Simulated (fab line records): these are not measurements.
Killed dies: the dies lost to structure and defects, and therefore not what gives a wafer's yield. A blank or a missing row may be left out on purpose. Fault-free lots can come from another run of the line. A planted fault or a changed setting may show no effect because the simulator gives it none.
fab line records	flow n5Finfet
record: lots: 5	wafers: 15	lastDay: 18
route steps=1938 shown SD_EPI_N@263 BEOL_M4@1111
lots that met no fault: from a run of the same line without faults
startH: the number of hours between the record's first day and the start of the first shown wafer of the lot	waitH: time in hours since the lot's previous step	" same as the row above	L1.1+2: one row covering several wafers at once	- value missing, or start not given	* or withheld: withheld	< > ~ a bound
route shown NAME@n: NAME is a module with steps in the file, n the number in the route of the first one	usual: mean and standard deviation over wafers with no fault	same: alike in all rows	chamber/n: place in a boat	sites: the reading at each site	_std_site: the values' standard deviation	_edge_site: the outer-site mean with the inner-site mean subtracted	radiusMm: for every site, how far away it sits from the centre of the wafer	mask NAME#n: copy n	behind: the last tool/chamber to shape the wafer	hold: cause of the lot's hold/its duration in hours/its outcome	device: the transistor (n, p or np) that didn't switch	end of line: the same wafers' tests at the end of the route	for a step that has no rows: nothing shown but its recipe	killed: not the wafer's yield, but the dies lost to structure and defects at the first sort	map: dies across one wafer; x = killed, . = not, _ = none there
set.NAME: the setting that was run; set.NAME@STEP: the one run at that earlier step	model.NAME: the simulator's own value behind a step, which no gauge read
lots at some steps of the route; a table a step, a row a wafer
services: a tool's chamber out of use, with start hour (startH, from the record's first day; less than 0 if before it), hours out, and reason
== steps ==
step: N5_SD_EPI_N_COAT_33
recipe: resist: SiARC	tempC: 220	timeS: 60	spinRpm: 1500	resistThkNm: 35
step: N5_SD_EPI_N_COAT_03
recipe: resist: CAR-ArF-block	spinRpm: 1500	resistThkNm: 150
step: N5_SD_EPI_N_EBR_05
recipe: solvent: PGMEA	ebrWidthMm: 1.5
step: N5_SD_EPI_N_SOFTBAKE_04
recipe: tempC: 110	timeS: 60	resist: CAR-ArF-block
step: N5_SD_EPI_N_EXPOSE_06
recipe: maskId: SD_N_BLK	na: 1.35	sourceShape: conventional	sigmaOuter: 0.8	polarization: unpolarized	targetCdNm: 120	doseMj: 39.75
step: N5_SD_EPI_N_PEB_07
recipe: pebTempC: 110	pebTimeS: 60	resist: CAR-ArF-block
step: N5_SD_EPI_N_DEVELOP_08
recipe: developTimeS: 30	developer: TMAH	resist: CAR-ArF-block	devTempC: 23	rinseLiquid: diw	dry: airSpin
step: N5_SD_EPI_N_CD_MEAS_09
recipe: targetCdNm: 120	landingEnergyEv: 500	detector: seInlens
usual: cdNm: 120.0/0.67
lot.wafer	tool	chamber	startH	waitH	cdNm
L353.2	cdSem-03	0	72.77	-	119.9
L353.3	"	0	"	"	118.8
L353.5	"	0	"	"	120.1
L356.1	cdSem-03	0	92.50	-	119.6
L356.3	"	0	"	"	120.0
L356.4	"	0	"	"	120.2
L362.2	cdSem-03	0	128.60	-	120.1
L362.3	"	0	"	"	120.4
L362.6	"	0	"	"	120.1
L363.2	cdSem-01	0	134.33	-	121.1
L363.4	"	0	"	"	120.7
L363.5	"	0	"	"	120.8
L372.1	cdSem-03	0	190.11	-	119.9
L372.2	"	0	"	"	119.3
L372.3	"	0	"	"	119.5
step: N5_SD_EPI_N_OVL_MEAS_10
recipe: pointsPerWafer: 44
usual: SD_N_BLK_OVL: 0.2/0.81
same: pointsPerWafer: 44
lot.wafer	tool	chamber	startH	waitH	SD_N_BLK_OVL[nm]
L353.2	overlay-02	0	72.80	0.0	0.7
L353.3	"	0	"	"	0.1
L353.5	"	0	"	"	0.2
L356.1	overlay-02	0	92.53	0.0	0.7
L356.3	"	0	"	"	1.5
L356.4	"	0	"	"	1.7
L362.2	overlay-02	0	128.63	0.0	-0.3
L362.3	"	0	"	"	-0.9
L362.6	"	0	"	"	0.1
L363.2	overlay-01	0	134.36	0.0	1.8
L363.4	"	0	"	"	1.2
L363.5	"	0	"	"	1.3
L372.1	overlay-01	0	190.14	0.0	1.7
L372.2	"	0	"	"	1.3
L372.3	"	0	"	"	1.4
step: N5_SD_EPI_N_INSPECT_11
recipe: mode: adi	inspectInstrument: macro
usual: rawDefectCount: 1.9/1.2
lot.wafer	tool	chamber	startH	waitH	rawDefectCount
L353.2	defectInspect-01	-	72.82	0.0	4
L353.3	"	-	"	"	3
L353.5	"	-	"	"	0
L356.1	defectInspect-01	-	92.55	0.0	3
L356.3	"	-	"	"	2
L356.4	"	-	"	"	1
L362.2	defectInspect-02	-	128.65	0.0	2
L362.3	"	-	"	"	1
L362.6	"	-	"	"	2
L363.2	defectInspect-02	-	134.38	0.0	3
L363.4	"	-	"	"	3
L363.5	"	-	"	"	1
L372.1	defectInspect-02	-	190.17	0.0	3
L372.2	"	-	"	"	3
L372.3	"	-	"	"	3
step: N5_SD_EPI_N_DESCUM_14
recipe: chemistry: O2	timeS: 7.9	sourcePowerW: 50	biasPowerW: 20	pressureMtorr: 20	rfFrequencyHz: 2.712e+07	tempC: 40	resist: CAR-ArF-block	o2FlowSccm: 225
usual: drypumpMotorCurrentA: 5.9/0.5	oesProductAu: 0.77/0.084	rfVppV: 243.5/1.4	showerheadPlenumPTorr: 2.11/0.079	throttleValvePct: 20.34/0.29
lot.wafer	tool	chamber	startH	waitH	drypumpMotorCurrentA	oesProductAu	rfHoursCounterH	rfVppV	showerheadPlenumPTorr	throttleValvePct
L353.2	rieDiel-01	3	72.86	0.0	5.1	0.90	18	241.6	2.03	19.90
L353.3	"	2	"	"	4.9	0.74	155	241.9	2.01	20.41
L353.5	"	2	"	"	4.9	0.74	-	239.9	2.01	20.39
L356.1	rieDiel-02	0	92.59	0.0	6.2	0.73	173	242.6	2.16	20.05
L356.3	"	2	"	"	5.7	0.85	51	243.1	2.12	20.30
L356.4	"	0	"	"	6.2	0.72	-	246.4	2.16	20.03
L362.2	rieDiel-05	0	128.69	0.0	5.6	0.69	225	246.0	2.17	20.76
L362.3	"	1	"	"	6.5	0.72	185	244.8	2.06	19.95
L362.6	"	0	"	"	5.6	0.69	-	243.8	2.16	20.76
L363.2	rieDiel-05	0	134.75	0.4	5.6	0.69	228	244.2	2.16	20.76
L363.4	"	2	"	"	5.6	0.74	172	244.0	2.17	20.61
L363.5	"	2	"	"	5.6	0.74	-	244.6	2.17	20.63
L372.1	rieDiel-02	0	190.20	0.0	6.2	0.71	209	246.0	2.15	20.08
L372.2	"	2	"	"	5.6	0.80	90	242.5	2.10	20.35
L372.3	"	1	"	"	6.6	0.91	25	243.5	2.21	19.97
step: N5_SD_EPI_N_ETCH_34
recipe: chemistry: CF4	target: SiARC	targetDepthA: 455	maskMaterial: CAR-ArF-block	timeS: 75.8	ionEnergyEv: 80	pressureMtorr: 40	sourceW: 545	biasW: 36	Ar_flow_sccm: 100	cf4FlowSccm: 100	ends: cleared
usual: drypumpMotorCurrentA: 5.9/0.5	etchRfOnTimeS: 75.3/1.8	oesProductAu: 0.66/0.074	rfVppV: 184.3/1.3	showerheadPlenumPTorr: 2.17/0.078	throttleValvePct: 15.55/0.23
lot.wafer	tool	chamber	startH	waitH	drypumpMotorCurrentA	etchRfOnTimeS	oesProductAu	rfHoursCounterH	rfVppV	showerheadPlenumPTorr	throttleValvePct
L353.2	rieDiel-01	3	72.89	0.0	5.1	74.0	0.78	18	183.9	2.12	15.30
L353.3	"	2	"	"	4.9	76.0	0.63	155	180.7	2.05	15.53
L353.5	"	2	"	"	4.9	76.0	0.63	-	182.7	2.05	15.55
L356.1	rieDiel-02	0	92.62	0.0	6.3	76.6	0.62	173	184.7	2.23	15.35
L356.3	"	2	"	"	5.6	74.5	0.73	51	184.7	2.16	15.44
L356.4	"	0	"	"	6.2	76.6	0.63	-	186.0	2.23	15.37
L362.2	rieDiel-05	0	128.72	0.0	5.6	76.7	0.59	226	185.7	2.21	15.94
L362.3	"	1	"	"	6.5	77.0	0.61	185	183.9	2.12	15.27
L362.6	"	0	"	"	5.6	76.8	0.59	-	185.0	2.21	15.95
L363.2	rieDiel-05	0	134.79	0.0	5.6	76.7	0.59	228	186.2	2.21	15.94
L363.4	"	2	"	"	5.6	77.9	0.61	172	185.6	2.22	15.78
L363.5	"	2	"	"	5.6	77.3	0.62	-	183.8	2.22	15.80
L372.1	rieDiel-02	0	190.23	0.0	6.3	74.8	0.60	209	183.4	2.21	15.41
L372.2	"	2	"	"	5.7	74.4	0.69	90	184.2	2.15	15.51
L372.3	"	1	"	"	6.5	76.1	0.78	25	185.4	2.28	15.26
step: N5_SD_EPI_N_ETCH_35
recipe: chemistry: N2/H2	target: SOC	overetchA: 1080	maskMaterial: SiARC	tempC: 40	ionEnergyEv: 100	sourceW: 3000	biasW: 133	pressureMtorr: 20	timeS: 486	n2FlowSccm: 200	h2FlowSccm: 200
usual: drypumpMotorCurrentA: 6.0/0.5	oesProductAu: 0.69/0.072	rfVppV: 241.1/1.4	showerheadPlenumPTorr: 2.56/0.094	throttleValvePct: 23.8/0.32
lot.wafer	tool	chamber	startH	waitH	drypumpMotorCurrentA	oesProductAu	rfHoursCounterH	rfVppV	showerheadPlenumPTorr	throttleValvePct	model.SD_EPI_N.cdNm	model.SiARC_of_SD_EPI_N_COAT_33.thkNm
L353.2	rieDiel-01	3	72.95	0.0	5.1	0.81	18	241.2	2.50	23.3	121	19.4
L353.3	"	2	"	"	4.9	0.66	156	239.4	2.44	23.9	119	19.6
L353.5	"	2	"	"	4.9	0.66	-	240.1	2.44	23.9	120.2	19.6
L356.1	rieDiel-02	0	92.68	0.0	6.2	0.56	173	242.6	2.63	23.4	124.8	14.4
L356.3	"	2	"	"	5.6	0.76	51	240.8	2.59	24.2	120	19.2
L356.4	"	0	"	"	6.3	0.56	-	241.6	2.63	23.4	125.4	14.6
L362.2	rieDiel-05	0	128.78	0.0	5.6	0.63	226	242.5	2.60	24.0	119	20
L362.3	"	1	"	"	6.5	0.65	185	241.0	2.53	23.4	119.4	20
L362.6	"	0	"	"	5.6	0.62	-	240.7	2.60	24.0	119.8	20
L363.2	rieDiel-05	0	134.84	0.0	5.6	0.62	228	240.9	2.59	24.0	121.6	20
L363.4	"	2	"	"	5.6	0.65	172	241.4	2.63	24.2	121.2	20.2
L363.5	"	2	"	"	5.6	0.65	-	241.1	2.63	24.2	121	20
L372.1	rieDiel-02	0	190.29	0.0	6.2	0.63	209	242.5	2.61	23.4	118.6	19.6
L372.2	"	2	"	"	5.6	0.72	90	241.8	2.58	24.2	120.8	19.6
L372.3	"	1	"	"	6.5	0.82	25	242.0	2.70	23.4	119.8	19.8
step: N5_SD_EPI_N_STRIP_36
recipe: chemistry: N2/H2	tempC: 40	n2FlowSccm: 200	h2FlowSccm: 200	rfFrequencyHz: 6e+07
step: N5_SD_EPI_N_ETCHBACK_44
recipe: chemistry: CH3F/O2	mode: anisotropicEtchback	target: SiNx	targetDepthA: 145	stopOn: SiO2	overEtchFrac: 0.3	ionEnergyEv: 120	pressureMtorr: 30	sourceW: 395	biasW: 73	Ar_flow_sccm: 150	CH3F_flow_sccm: 30	O2_flow_sccm: 20
usual: drypumpMotorCurrentA: 5.9/0.5	oesProductAu: 0.66/0.068	rfVppV: 298/5.7	showerheadPlenumPTorr: 2.02/0.076	throttleValvePct: 16.28/0.24
lot.wafer	tool	chamber	startH	waitH	drypumpMotorCurrentA	oesProductAu	rfHoursCounterH	rfVppV	showerheadPlenumPTorr	throttleValvePct
L353.2	rieDiel-01	3	73.27	0.0	5.1	0.77	18	293	1.98	16.05
L353.3	"	2	"	"	4.9	0.64	156	295	1.92	16.28
L353.5	"	2	"	"	4.9	0.63	-	295	1.92	16.29
L356.1	rieDiel-02	0	93.00	0.0	6.2	0.49	173	302	2.07	16.01
L356.3	"	2	"	"	5.7	0.72	51	299	2.02	16.17
L356.4	"	0	"	"	6.2	0.49	-	304	2.07	16.02
L362.2	rieDiel-05	0	129.10	0.0	5.6	0.60	226	306	2.07	16.69
L362.3	"	1	"	"	6.5	0.62	185	302	1.98	15.99
L362.6	"	0	"	"	5.6	0.60	-	304	2.07	16.69
L363.2	rieDiel-05	0	135.17	0.0	5.6	0.60	228	304	2.07	16.69
L363.4	"	2	"	"	5.5	0.62	173	294	2.09	16.58
L363.5	"	2	"	"	5.6	0.62	-	295	2.09	16.58
L372.1	rieDiel-02	0	190.62	0.0	6.3	0.60	209	304	2.06	16.09
L372.2	"	2	"	"	5.7	0.68	91	303	2.01	16.25
L372.3	"	1	"	"	6.5	0.77	26	301	2.12	15.94
step: N5_SD_EPI_N_ETCH_45
recipe: chemistry: CH3F/O2	target: SiOCN	targetDepthA: 60	maskMaterial: SOC	ionEnergyEv: 60	biasW: 29	pressureMtorr: 15	sourceW: 410	Ar_flow_sccm: 150	CH3F_flow_sccm: 30	O2_flow_sccm: 20
usual: drypumpMotorCurrentA: 5.9/0.5	oesProductAu: 0.77/0.085	rfVppV: 127.6/1.1	showerheadPlenumPTorr: 2.02/0.076	throttleValvePct: 23.26/0.29
lot.wafer	tool	chamber	startH	waitH	drypumpMotorCurrentA	oesProductAu	rfHoursCounterH	rfVppV	showerheadPlenumPTorr	throttleValvePct
L353.2	rieDiel-01	3	73.37	0.1	5.1	0.91	18	126.8	1.97	23.03
L353.3	"	2	"	"	4.9	0.75	156	126.5	1.91	23.30
L353.5	"	2	"	"	4.9	0.74	-	127.6	1.91	23.29
L356.1	rieDiel-02	0	93.10	0.1	6.2	0.72	173	128.6	2.07	22.94
L356.3	"	2	"	"	5.6	0.85	51	127.0	2.01	23.19
L356.4	"	0	"	"	6.2	0.73	-	127.8	2.06	22.95
L362.2	rieDiel-05	0	129.20	0.1	5.6	0.69	226	129.6	2.06	23.67
L362.3	"	1	"	"	6.5	0.72	185	127.7	1.97	22.85
L362.6	"	0	"	"	5.6	0.69	-	127.7	2.06	23.65
L363.2	rieDiel-05	0	135.27	0.1	5.6	0.69	228	129.2	2.06	23.65
L363.4	"	2	"	"	5.6	0.71	173	127.7	2.08	23.66
L363.5	"	2	"	"	5.6	0.72	-	127.5	2.08	23.65
L372.1	rieDiel-02	0	190.72	0.1	6.2	0.71	209	128.4	2.05	22.99
L372.2	"	2	"	"	5.6	0.82	91	127.0	2.00	23.23
L372.3	"	1	"	"	6.5	0.92	26	127.4	2.12	22.91
step: N5_SD_EPI_N_ETCH_16
recipe: chemistry: CHF3/O2	target: SiO2	targetDepthA: 50	maskMaterial: SOC	pressureMtorr: 30	sourceW: 650	biasW: 170	Ar_flow_sccm: 200	CHF3_flow_sccm: 50	O2_flow_sccm: 5	ionEnergyEv: 200
usual: drypumpMotorCurrentA: 5.9/0.5	oesProductAu: 0.77/0.084	rfVppV: 526/10	showerheadPlenumPTorr: 2.44/0.088	throttleValvePct: 18.83/0.25
lot.wafer	tool	chamber	startH	waitH	drypumpMotorCurrentA	oesProductAu	rfHoursCounterH	rfVppV	showerheadPlenumPTorr	throttleValvePct	model.SD_EPI_N.cdNm	model.SiARC_of_SD_EPI_N_COAT_33.thkNm
L353.2	rieDiel-01	3	73.47	0.1	5.1	0.91	18	515	2.39	18.64	121	11.8
L353.3	"	2	"	"	4.9	0.74	156	518	2.31	18.85	119.2	12.2
L353.5	"	2	"	"	4.9	0.75	-	520	2.31	18.84	120.2	12.4
L356.1	rieDiel-02	0	93.20	0.1	6.3	0.72	173	533	2.50	18.56	124.6	7.2
L356.3	"	2	"	"	5.6	0.85	51	530	2.43	18.74	120.2	11.8
L356.4	"	0	"	"	6.2	0.72	-	534	2.50	18.57	125.2	7.4
L362.2	rieDiel-05	0	129.30	0.1	5.6	0.69	226	538	2.49	19.22	119	12.6
L362.3	"	1	"	"	6.5	0.72	185	533	2.39	18.50	119.2	12.6
L362.6	"	0	"	"	5.6	0.69	-	538	2.49	19.23	119.8	12.8
L363.2	rieDiel-05	0	135.37	0.1	5.7	0.69	228	538	2.49	19.23	121.6	12.6
L363.4	"	2	"	"	5.6	0.72	173	519	2.51	19.15	121.2	13
L363.5	"	2	"	"	5.6	0.72	-	520	2.51	19.15	121	13
L372.1	rieDiel-02	0	190.82	0.1	6.3	0.71	209	534	2.48	18.62	118.4	12.2
L372.2	"	2	"	"	5.7	0.81	91	531	2.42	18.81	120.8	12
L372.3	"	1	"	"	6.5	0.91	26	531	2.55	18.49	119.8	12.6
step: N5_SD_EPI_N_STRIP_47
recipe: chemistry: CHF3/O2	resist: SiARC	rfFrequencyHz: 6e+07
step: N5_BEOL_M4_RC_MEAS_101
usual: DIBL_N: 36.3/1.8	DIBL_P: 36.5/2.1	IOFF_N: 0.16/0.031	IOFF_P: 0.22/0.038	ION_N: 677/12	ION_P: 466/7.8	SS_N: 71.5/0.61	SS_P: 73.2/0.7	VT_N: 249/3	VT_P: -248.9/3
lot.wafer	tool	chamber	startH	waitH	DIBL_N[mV/V]	DIBL_P[mV/V]	IOFF_N[nA/um]	IOFF_P[nA/um]	ION_N[uA/um]	ION_P[uA/um]	SS_N[mV/dec]	SS_P[mV/dec]	VT_N[mV]	VT_P[mV]
L353.2	prober-02	0	207.22	0.2	35.4	34.5	0.15	0.20	692	476	70.6	73.4	250	-248.2
L353.3	"	0	"	"	36.9	36.3	0.17	0.23	693	473	71.0	72.9	249	-246.7
L353.5	"	0	"	"	36.6	36.1	0.16	0.22	697	473	71.6	73.3	251	-246.8
L356.1	prober-02	0	216.87	0.0	37.0	39.4	0.22	0.31	692	484	71.1	73.6	242	-241.3
L356.3	"	0	"	"	37.5	40.0	0.22	0.31	707	490	71.5	73.4	241	-240.8
L356.4	"	0	"	"	36.3	38.1	0.19	0.28	680	473	71.8	73.4	246	-241.1
L362.2	prober-01	0	264.05	0.2	36.7	35.1	0.15	0.21	663	463	71.4	73.7	251	-250.2
L362.3	"	0	"	"	39.5	39.3	0.22	0.29	689	476	72.7	74.1	247	-245.2
L362.6	"	0	"	"	36.9	35.9	0.15	0.22	669	471	72.7	74.0	249	-251.2
L363.2	prober-02	0	267.20	0.2	36.9	37.5	0.16	0.25	679	472	72.3	73.5	252	-248.5
L363.4	"	0	"	"	39.2	40.4	0.21	0.31	677	475	71.9	74.6	248	-245.5
L363.5	"	0	"	"	35.7	36.7	0.16	0.25	690	483	70.9	72.9	250	-245.8
L372.1	prober-01	0	312.93	0.0	35.7	36.9	0.17	0.24	669	463	72.0	73.1	249	-246.4
L372.2	"	0	"	"	36.8	38.0	0.19	0.24	678	459	71.6	73.5	246	-250.0
L372.3	"	0	"	"	34.5	36.0	0.16	0.22	679	471	71.5	72.5	246	-245.6
== services ==
tool	chamber	startH	hours	kind
rieDiel-02	1	54.43	23.6	repair
rieDiel-02	3	78.32	-	clean
rieDiel-02	3	78.32	-	consumableReplace:focusRing
rieDiel-02	3	78.32	-	consumableReplace:showerhead
rieDiel-02	3	78.32	12.3	scheduledDown
rieDiel-02	3	78.32	12.3	ventCycle
rieDiel-02	1	90.78	3.3	repair
rieDiel-02	1	94.14	-	clean
rieDiel-02	1	94.14	-	consumableReplace:focusRing
rieDiel-02	1	94.14	-	consumableReplace:showerhead
rieDiel-02	1	94.14	24.2	scheduledDown
rieDiel-02	1	94.14	24.2	ventCycle
rieDiel-05	2	107.24	8.5	repair
rieDiel-01	3	165.61	6.2	repair
== key ==
firstSign: step: N5_SD_EPI_N_ETCHBACK_44	reading: oesProductAu	direction: down	sigmas: 2.5	usual: 0.66	struck: 0.49
effect none on later readings
modelEffect: step: N5_SD_EPI_N_ETCH_35	value: SD_EPI_N.cdNm	without: 119.9	struck: 125.1
modelEffect: step: N5_SD_EPI_N_ETCH_16	value: SD_EPI_N.cdNm	without: 119.8	struck: 124.9
metAt N5_SD_EPI_N_ETCH_35
struckWafers L356.1,L356.4
fault: kind: processParameterDrift	tool: rieDiel-02	chamber: -	onsetH: 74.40	steps: N5_SD_EPI_N_ETCH_35	channel: timeS	offset: *	shape: step	endH: 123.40	scope: struckWafersOnly	actsIn: *	stated: *
